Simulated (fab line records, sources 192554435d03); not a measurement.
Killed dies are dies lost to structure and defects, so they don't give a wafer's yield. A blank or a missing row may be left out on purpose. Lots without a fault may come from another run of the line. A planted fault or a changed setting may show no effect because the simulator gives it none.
Which tool did it? | flow n5_finfet | 11 lots, 33 wafers sampled, at 2 steps of a route of 1938

WHAT THE GAUGES READ, wafer by wafer
N5_BEOL_M8_CD_MEAS_11: target cd 38.5 nm.
lot  | measured     | on        | cd_nm (nm)
L766 | day 10 04:47 | cd_sem-02 | 38.5 38.7 39.2
L767 | day 10 09:15 | cd_sem-01 | 38.7 38.5 38.6
L768 | day 10 12:25 | cd_sem-02 | 39.5 38.7 39.0
L775 | day 13 02:35 | cd_sem-01 | 37.1 37.2 38.0
L777 | day 13 02:59 | cd_sem-01 | 38.3 37.3 38.1
L779 | day 13 19:58 | cd_sem-01 | 38.2 37.8 37.9
L780 | day 13 23:12 | cd_sem-01 | 37.4 38.8 37.9
L786 | day 15 13:47 | cd_sem-01 | 38.4 39.0 38.5
L782 | day 15 19:47 | cd_sem-02 | 38.4 38.4 39.1
L787 | day 15 22:50 | cd_sem-03 | 38.5 37.7 38.6
L784 | day 15 23:08 | cd_sem-03 | 38.6 38.6 38.5

N5_BEOL_M8_INSPECT_13: inspects for defects (brightfield).
lot  | measured     | on                | raw_defect_count
L766 | day 10 04:51 | defect_inspect-01 | 638 250 415
L767 | day 10 09:19 | defect_inspect-01 | 418 370 331
L768 | day 10 12:28 | defect_inspect-02 | 403 412 351
L775 | day 13 02:39 | defect_inspect-02 | 324 549 398
L777 | day 13 03:02 | defect_inspect-01 | 373 468 293
L779 | day 13 20:01 | defect_inspect-02 | 568 457 386
L780 | day 13 23:15 | defect_inspect-02 | 395 380 353
L786 | day 15 13:50 | defect_inspect-02 | 541 376 471
L782 | day 15 19:50 | defect_inspect-02 | 556 520 397
L787 | day 15 22:53 | defect_inspect-02 | 339 323 349
L784 | day 15 23:11 | defect_inspect-02 | 570 654 409

WHICH TOOL RAN EACH LOT (tool, then ch and the chambers of the sampled wafers, then the start)
The record holds no process step before these readings.

WHAT THE TOOLS THEMSELVES READ (means of the sampled wafers that have a number; where no wafer has one, the mark that the record gives instead)
The record holds no such reading with a usual standard deviation.

THE ANSWER, worked out from the rows above alone
Rule: what is usual is taken from the lots themselves. Put in order of their means at a reading, lots are off if they are a third of the lots or fewer, leave a main group of 4 or more, and stand apart from it by a gap of 3 or more times the standard deviation of the main group's means; of several such gaps the widest counts. A main group whose means are all the same, to the digits that the tables above print for the reading, isn't used. A lot without any number at a reading at which 4 lots or more have one is off too. The other lots that the step has rows for count as sound. The gauges are gone through in route order, then the tools' own readings, and for those a lot's mean is taken as printed above. The first step at which some lot is off is used, and at that step the reading that is off furthest; a lot without a number counts as furthest.
No lot is off at any reading shown: from this, nothing can be told.

WHAT THE SIMULATOR HAD PUT IN
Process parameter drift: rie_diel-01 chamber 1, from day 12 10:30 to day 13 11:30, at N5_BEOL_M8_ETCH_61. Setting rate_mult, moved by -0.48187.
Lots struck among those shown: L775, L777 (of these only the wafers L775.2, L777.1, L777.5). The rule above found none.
